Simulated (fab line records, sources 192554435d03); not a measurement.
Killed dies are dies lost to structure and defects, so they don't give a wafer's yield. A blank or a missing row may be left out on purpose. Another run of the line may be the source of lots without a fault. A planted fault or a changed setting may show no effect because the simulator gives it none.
Lot-split experiment :: flow n5 finfet :: 21 wafers read from 7 lots, route of 1938 steps

== THE SPLIT ITSELF ==
At N5_MOL_CONTACT_COAG_ETCH_105 (etches SiARC in CF4, target depth 15.6 nm, time 26 s), the setting bias w was moved away from the recipe's 36 W on 7 of the 21 wafers read, by -17.3% to +13.3%. The other wafers ran this setting at the recipe's value.

Reading taken at the split's own step.

== THE READING ==
rf vpp V, in V, at N5_MOL_CONTACT_COAG_ETCH_105 (etches SiARC in CF4, target depth 15.6 nm, time 26 s). Fault-free wafers of this fab line usually give 184.3 V, standard deviation 1.2 V.

wafer: L078.1
tool, chamber at the split: rie diel-05, 3
bias w as run, W: 36
against the recipe: recipe
rf vpp V, V: 182.0
against lot-mates on the recipe: -

wafer: L078.3
tool, chamber at the split: rie diel-05, 2
bias w as run, W: 29.76
against the recipe: -17.3%
rf vpp V, V: 163.3
against lot-mates on the recipe: -19.2

wafer: L078.5
tool, chamber at the split: rie diel-05, 3
bias w as run, W: 36
against the recipe: recipe
rf vpp V, V: 183.0
against lot-mates on the recipe: -

wafer: L079.3
tool, chamber at the split: rie diel-05, 3
bias w as run, W: 36
against the recipe: recipe
rf vpp V, V: 183.0
against lot-mates on the recipe: -

wafer: L079.4
tool, chamber at the split: rie diel-05, 2
bias w as run, W: 36
against the recipe: recipe
rf vpp V, V: 185.8
against lot-mates on the recipe: -

wafer: L079.6
tool, chamber at the split: rie diel-05, 2
bias w as run, W: 36
against the recipe: recipe
rf vpp V, V: 185.8
against lot-mates on the recipe: -

wafer: L081.3
tool, chamber at the split: rie diel-05, 3
bias w as run, W: 36
against the recipe: recipe
rf vpp V, V: 182.0
against lot-mates on the recipe: -

wafer: L081.4
tool, chamber at the split: rie diel-05, 1
bias w as run, W: 36
against the recipe: recipe
rf vpp V, V: 185.0
against lot-mates on the recipe: -

wafer: L081.6
tool, chamber at the split: rie diel-05, 3
bias w as run, W: 36
against the recipe: recipe
rf vpp V, V: 182.0
against lot-mates on the recipe: -

wafer: L085.1
tool, chamber at the split: rie diel-05, 1
bias w as run, W: 36
against the recipe: recipe
rf vpp V, V: 185.8
against lot-mates on the recipe: -

wafer: L085.2
tool, chamber at the split: rie diel-05, 3
bias w as run, W: 36
against the recipe: recipe
rf vpp V, V: 182.0
against lot-mates on the recipe: -

wafer: L085.3
tool, chamber at the split: rie diel-05, 0
bias w as run, W: 40.78
against the recipe: +13.3%
rf vpp V, V: 200.9
against lot-mates on the recipe: +17.0

wafer: L089.1
tool, chamber at the split: rie diel-03, 1
bias w as run, W: 36
against the recipe: recipe
rf vpp V, V: 185.0
against lot-mates on the recipe: -

wafer: L089.3
tool, chamber at the split: rie diel-03, 2
bias w as run, W: 30.09
against the recipe: -16.4%
rf vpp V, V: 165.4
against lot-mates on the recipe: -19.7

wafer: L089.4
tool, chamber at the split: rie diel-03, 0
bias w as run, W: 36
against the recipe: recipe
rf vpp V, V: 185.2
against lot-mates on the recipe: -

wafer: L092.2
tool, chamber at the split: rie diel-05, 1
bias w as run, W: 31.54
against the recipe: -12.4%
rf vpp V, V: 169.3
against lot-mates on the recipe: -16.0

wafer: L092.3
tool, chamber at the split: rie diel-05, 0
bias w as run, W: 36
against the recipe: recipe
rf vpp V, V: 185.3
against lot-mates on the recipe: -

wafer: L092.5
tool, chamber at the split: rie diel-05, 1
bias w as run, W: 31.54
against the recipe: -12.4%
rf vpp V, V: 170.8
against lot-mates on the recipe: -14.5

wafer: L093.1
tool, chamber at the split: rie diel-03, 1
bias w as run, W: 31.84
against the recipe: -11.6%
rf vpp V, V: 170.4
against lot-mates on the recipe: -13.9

wafer: L093.4
tool, chamber at the split: rie diel-03, 2
bias w as run, W: 31.84
against the recipe: -11.6%
rf vpp V, V: 170.0
against lot-mates on the recipe: -14.3

wafer: L093.6
tool, chamber at the split: rie diel-03, 3
bias w as run, W: 36
against the recipe: recipe
rf vpp V, V: 184.3
against lot-mates on the recipe: -

FIT RESULTS
A straight line over all 21 wafers: rf vpp V changes by +1.18 V for each +1% of bias w; r = +0.99; the points scatter about the line by 1.4 V.
The same after taking each lot's own level away (the mean of its wafers on the recipe; 21 wafers): +1.21 V for each +1%; r = +0.99; scatter 1.1 V.
According to that fit, moving bias w by its largest amount changes the reading by 21 V.
From 182.50 to 185.30 V: that is the span of the lots' own levels, equal to 2.3 times the standard deviation above.
The two slopes are in agreement: the lot-to-lot level therefore moves the slope only a little.
Check: -21.3 V against its lot-mates is what the line predicts for one of the wafers moved furthest among these (-17.3%) when that wafer is left out of the fit. Against them it came out at -19.2 V.
Tool readings at the split's step, against how far the setting was moved: etch rf on time s r = -0.79; rf vpp V r = +0.99.

== THE OTHER SPLITS THESE WAFERS WENT THROUGH ==
These wafers also went through other splits before the reading. Each is held against what the fit with the lots' levels taken away leaves over:
other split on the same wafers: N5_GATE_CUT_EXPOSE_10 dose mj
wafers away from the commonest value: 4
r with rf vpp V (lot level and that fit taken away): -0.18

other split on the same wafers: N5_MOL_CONTACT_COAG_EXPOSE_05 dose mj
wafers away from the commonest value: 10
r with rf vpp V (lot level and that fit taken away): -0.11

== THE WHOLE CHAIN: every reading that the file lists as answering this split, in the file's order ==
step: N5_MOL_CONTACT_COAG_ETCH_105
what it does: etches SiARC in CF4, target depth 15.6 nm, time 26 s
reading: etch rf on time s
change (the file's fit): withheld for each +1% of the setting
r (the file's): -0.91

step: N5_MOL_CONTACT_COAG_ETCH_105
what it does: etches SiARC in CF4, target depth 15.6 nm, time 26 s
reading: rf vpp V
change (the file's fit): +1.19 V for each +1% of the setting
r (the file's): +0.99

== FILE'S OWN FIT ==
rf vpp V changes by +1.19 V for each +1% of bias w, r = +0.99.
